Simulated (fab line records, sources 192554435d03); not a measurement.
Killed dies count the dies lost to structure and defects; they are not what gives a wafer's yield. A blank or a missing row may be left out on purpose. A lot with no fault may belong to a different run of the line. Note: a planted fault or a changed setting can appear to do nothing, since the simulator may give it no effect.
The tool behind it: which one? | flow n5_finfet | 15 lots, 45 wafers sampled, at 5 steps of a route of 1938

== WHAT THE GAUGES SHOWED, per wafer ==
N5_BEOL_M7_CD_MEAS_18: pitch 80 nm, target cd 40 nm.
lot  | measured     | on        | cd_nm (nm)
L100 | day 9 04:26  | cd_sem-03 | 39.6 39.9 39.1
L101 | day 9 07:28  | cd_sem-03 | 40.1 39.6 40.5
L103 | day 9 21:30  | cd_sem-01 | 40.0 39.9 40.2
L104 | day 10 00:32 | cd_sem-01 | 39.7 40.0 40.0
L105 | day 10 03:22 | cd_sem-02 | 40.1 39.1 39.7
L106 | day 10 22:10 | cd_sem-01 | 40.9 40.3 40.4
L109 | day 11 14:10 | cd_sem-02 | 40.0 39.4 40.1
L113 | day 12 05:55 | cd_sem-02 | - - -
L114 | day 12 10:08 | cd_sem-02 | - - -
L115 | day 12 16:35 | cd_sem-02 | - - -
L118 | day 14 07:29 | cd_sem-02 | 39.6 39.9 39.7
L122 | day 14 11:29 | cd_sem-01 | 39.7 39.9 39.0
L119 | day 14 12:00 | cd_sem-03 | 40.3 39.3 39.6
L120 | day 14 15:59 | cd_sem-02 | 40.2 40.2 39.0
L121 | day 15 10:38 | cd_sem-02 | 40.0 39.5 40.1

== WHAT TOOL EACH LOT RAN ON (gives the tool, then ch and the chambers of the sampled wafers, and finally the start) ==
lot  | N5_BEOL_M7_PECVD_70             | N5_BEOL_M7_HM_DEP_02         | N5_BEOL_M7_STRIP_67                | N5_BEOL_M7_HM_OPEN_17
L100 | pecvd-02 ch 0, day 9 01:28      | pvd_sputter-03, day 9 03:14  | rie_diel-02 ch 0,2,3, day 9 04:03  | rie_metal-01 ch 1, day 9 04:06
L101 | pecvd-02 ch 0,1, day 9 04:41    | pvd_sputter-02, day 9 06:12  | rie_diel-06 ch 1,2,3, day 9 07:12  | rie_metal-01 ch 0,1, day 9 07:17
L103 | pecvd-01 ch 0,1,2, day 9 20:02  | pvd_sputter-01, day 9 20:26  | rie_diel-06 ch 0,1,3, day 9 21:14  | rie_metal-01 ch 0,1, day 9 21:18
L104 | pecvd-02 ch 1,2, day 9 22:08    | pvd_sputter-03, day 9 23:27  | rie_diel-06 ch 0,2,3, day 10 00:18 | rie_metal-02 ch 0,1, day 10 00:20
L105 | pecvd-02 ch 0,2, day 10 02:02   | pvd_sputter-02, day 10 02:19 | rie_diel-02 ch 0,2,3, day 10 03:09 | rie_metal-03 ch 0,1, day 10 03:11
L106 | pecvd-01 ch 1,2, day 10 20:32   | pvd_sputter-02, day 10 21:05 | rie_diel-02 ch 0,1,2, day 10 21:57 | rie_metal-03 ch 0,1, day 10 21:59
L109 | pecvd-03 ch 0,1,2, day 11 11:37 | pvd_sputter-02, day 11 12:44 | rie_diel-02 ch 0,1, day 11 13:49   | rie_metal-03 ch 0,1, day 11 13:51
L113 | pecvd-01 ch 0,2, day 12 03:47   | pvd_sputter-01, day 12 04:13 | rie_diel-06 ch 1,3, day 12 05:42   | rie_metal-03 ch 0,1, day 12 05:44
L114 | pecvd-03 ch 0,1,2, day 12 06:46 | pvd_sputter-03, day 12 08:44 | rie_diel-02 ch 0,2,3, day 12 09:43 | rie_metal-02 ch 0,1, day 12 09:46
L115 | pecvd-03 ch 0,1,2, day 12 14:20 | pvd_sputter-03, day 12 15:29 | rie_diel-06 ch 0,2,3, day 12 16:21 | rie_metal-01 ch 0,1, day 12 16:24
L118 | pecvd-03 ch 0,2, day 14 04:14   | pvd_sputter-03, day 14 06:20 | rie_diel-04 ch 1,3, day 14 07:14   | rie_metal-02 ch 0,1, day 14 07:17
L122 | pecvd-03 ch 1,2, day 14 08:08   | pvd_sputter-02, day 14 10:28 | rie_diel-02 ch 2,3, day 14 11:14   | rie_metal-01 ch 0,1, day 14 11:16
L119 | pecvd-02 ch 0,1, day 14 09:25   | pvd_sputter-02, day 14 10:57 | rie_diel-06 ch 0,1,3, day 14 11:47 | rie_metal-03 ch 0,1, day 14 11:49
L120 | pecvd-03 ch 0,2, day 14 14:29   | pvd_sputter-01, day 14 14:38 | rie_diel-04 ch 1,2,3, day 14 15:46 | rie_metal-02 ch 0,1, day 14 15:49
L121 | pecvd-03 ch 0,2, day 15 07:30   | pvd_sputter-03, day 15 09:15 | rie_diel-04 ch 1,2,3, day 15 10:10 | rie_metal-02 ch 0,1, day 15 10:14
- N5_BEOL_M7_PECVD_70: deposits SiO2 from TEOS/O2, target thk 20 nm, time 22.7 s.
- N5_BEOL_M7_HM_DEP_02: deposits TiN, target thk 20 nm.
- N5_BEOL_M7_STRIP_67: strips in CF4.
- N5_BEOL_M7_HM_OPEN_17: chemistry Cl2/BCl3, target TiN, target depth 20 nm, overetch 6 nm.

== WHAT THE TOOLS THEMSELVES READ (means of the sampled wafers that have a number; where no wafer has one, the mark that the record gives instead) ==
N5_BEOL_M7_PECVD_70.
lot  | tool     | heater_power_w (W) | showerhead_plenum_p_Torr (Torr) | throttle_valve_pct (%)
L100 | pecvd-02 | 772                | 8.86                            | 23.5
L101 | pecvd-02 | 729                | 8.83                            | 23.7
L103 | pecvd-01 | 809                | 8.80                            | 22.3
L104 | pecvd-02 | 630                | 8.76                            | 23.5
L105 | pecvd-02 | 705                | 8.79                            | 22.1
L106 | pecvd-01 | 923                | 8.84                            | 23.2
L109 | pecvd-03 | 642                | 8.79                            | 23.0
L113 | pecvd-01 | 725                | 8.77                            | 21.5
L114 | pecvd-03 | 702                | 8.79                            | 23.0
L115 | pecvd-03 | 706                | 8.78                            | 23.0
L118 | pecvd-03 | 653                | 8.75                            | 21.8
L122 | pecvd-03 | 677                | 8.75                            | 22.6
L119 | pecvd-02 | 753                | 8.83                            | 23.9
L120 | pecvd-03 | 658                | 8.74                            | 21.8
L121 | pecvd-03 | 656                | 8.76                            | 22.4

N5_BEOL_M7_HM_DEP_02.
lot  | tool           | throttle_valve_pct (%)
L100 | pvd_sputter-03 | 29.9
L101 | pvd_sputter-02 | 31.1
L103 | pvd_sputter-01 | 29.8
L104 | pvd_sputter-03 | 29.1
L105 | pvd_sputter-02 | 30.1
L106 | pvd_sputter-02 | 30.6
L109 | pvd_sputter-02 | 30.8
L113 | pvd_sputter-01 | 29.0
L114 | pvd_sputter-03 | 30.8
L115 | pvd_sputter-03 | 29.9
L118 | pvd_sputter-03 | 30.2
L122 | pvd_sputter-02 | 30.5
L119 | pvd_sputter-02 | 30.9
L120 | pvd_sputter-01 | 29.7
L121 | pvd_sputter-03 | 30.0

N5_BEOL_M7_STRIP_67.
lot  | tool        | drypump_motor_current_A (A) | oes_product_au (a.u.) | rf_vpp_V (V) | showerhead_plenum_p_Torr (Torr) | throttle_valve_pct (%)
L100 | rie_diel-02 | 5.4                         | 0.81                  | 270.8        | 1.80                            | 13.42
L101 | rie_diel-06 | 5.6                         | 0.78                  | 270.4        | 1.75                            | 13.70
L103 | rie_diel-06 | 5.3                         | 0.73                  | 271.3        | 1.78                            | 13.72
L104 | rie_diel-06 | 5.5                         | 0.75                  | 270.9        | 1.77                            | 13.67
L105 | rie_diel-02 | 5.4                         | 0.81                  | 271.1        | 1.80                            | 13.44
L106 | rie_diel-02 | 5.7                         | 0.82                  | 271.2        | 1.79                            | 13.59
L109 | rie_diel-02 | 5.6                         | 0.87                  | 271.8        | 1.81                            | 13.59
L113 | rie_diel-06 | 5.4                         | 0.75                  | 270.9        | 1.76                            | 13.79
L114 | rie_diel-02 | 5.4                         | 0.78                  | 270.8        | 1.80                            | 13.48
L115 | rie_diel-06 | 5.5                         | 0.84                  | 270.9        | 1.76                            | 13.53
L118 | rie_diel-04 | 5.7                         | 0.76                  | 270.3        | 1.77                            | 13.54
L122 | rie_diel-02 | 5.4                         | 0.72                  | 271.1        | 1.78                            | 13.52
L119 | rie_diel-06 | 5.3                         | 0.80                  | 270.6        | 1.77                            | 13.60
L120 | rie_diel-04 | 5.8                         | 0.73                  | 271.9        | 1.81                            | 13.57
L121 | rie_diel-04 | 5.7                         | 0.73                  | 272.1        | 1.81                            | 13.60

N5_BEOL_M7_HM_OPEN_17.
lot  | tool         | bcl3_flow_sccm (sccm) | bias_w (W) | drypump_motor_current_A (A) | oes_product_au (a.u.) | throttle_valve_pct (%)
L100 | rie_metal-01 | 21.81                 | 125.7      | 6.1                         | 0.60                  | 22.4
L101 | rie_metal-01 | 21.70                 | 126.0      | 5.9                         | 0.56                  | 22.6
L103 | rie_metal-01 | 21.73                 | 126.2      | 5.9                         | 0.56                  | 22.7
L104 | rie_metal-02 | 21.66                 | 126.1      | 6.2                         | 0.65                  | 21.9
L105 | rie_metal-03 | 21.75                 | 126.3      | 6.2                         | 0.63                  | 22.4
L106 | rie_metal-03 | 21.73                 | 126.2      | 5.9                         | 0.66                  | 22.2
L109 | rie_metal-03 | 21.76                 | 126.1      | 5.8                         | 0.65                  | 22.2
L113 | rie_metal-03 | -                     | -          | -                           | -                     | -
L114 | rie_metal-02 | -                     | -          | -                           | -                     | -
L115 | rie_metal-01 | -                     | -          | -                           | -                     | -
L118 | rie_metal-02 | 21.78                 | 126.1      | 6.2                         | 0.63                  | 21.9
L122 | rie_metal-01 | 21.73                 | 125.9      | 5.9                         | 0.55                  | 22.7
L119 | rie_metal-03 | 21.76                 | 126.2      | 6.2                         | 0.61                  | 22.4
L120 | rie_metal-02 | 21.84                 | 125.7      | 6.2                         | 0.63                  | 21.9
L121 | rie_metal-02 | 21.69                 | 126.3      | 6.2                         | 0.63                  | 21.9

== THE ANSWER, worked out from the rows above alone ==
Rule: the usual values come from the lots themselves. The widest of any qualifying gaps counts: lots, ordered by their means at a reading, are off when they make up no more than a third of the lots, leave a main group of 4 or more, and stand apart from it by 3 or more times the standard deviation of that group's means. A main group is skipped when, at the precision printed for the reading in the tables above, its means are all equal. A lot without any number at a reading at which 4 lots or more have one is off too. Where the step has rows for the other lots, those lots are counted as sound. Order of review: gauges by route order, followed by the tools' own readings, for which a lot's mean as printed above is used. At the first step where some lot is off, the reading lying furthest off is the one used; lots without a number count as furthest.
Off at N5_BEOL_M7_CD_MEAS_18 (cd_nm): L113, L114, L115. Without a number there: L113, L114, L115. For the main group the mean is 39.9 nm and the standard deviation 0.26.
A tool fits if, at a process step before that reading, it ran every lot that is off, and no sound lot after the first of them. Not tried: the gauges at N5_BEOL_M7_CD_MEAS_18; whatever is off there is also off at N5_BEOL_M7_HM_OPEN_17, on other tools, and gauge error can't account for it. No candidate that was tried fits.

== WHAT WAS PUT IN BY THE SIMULATOR ==
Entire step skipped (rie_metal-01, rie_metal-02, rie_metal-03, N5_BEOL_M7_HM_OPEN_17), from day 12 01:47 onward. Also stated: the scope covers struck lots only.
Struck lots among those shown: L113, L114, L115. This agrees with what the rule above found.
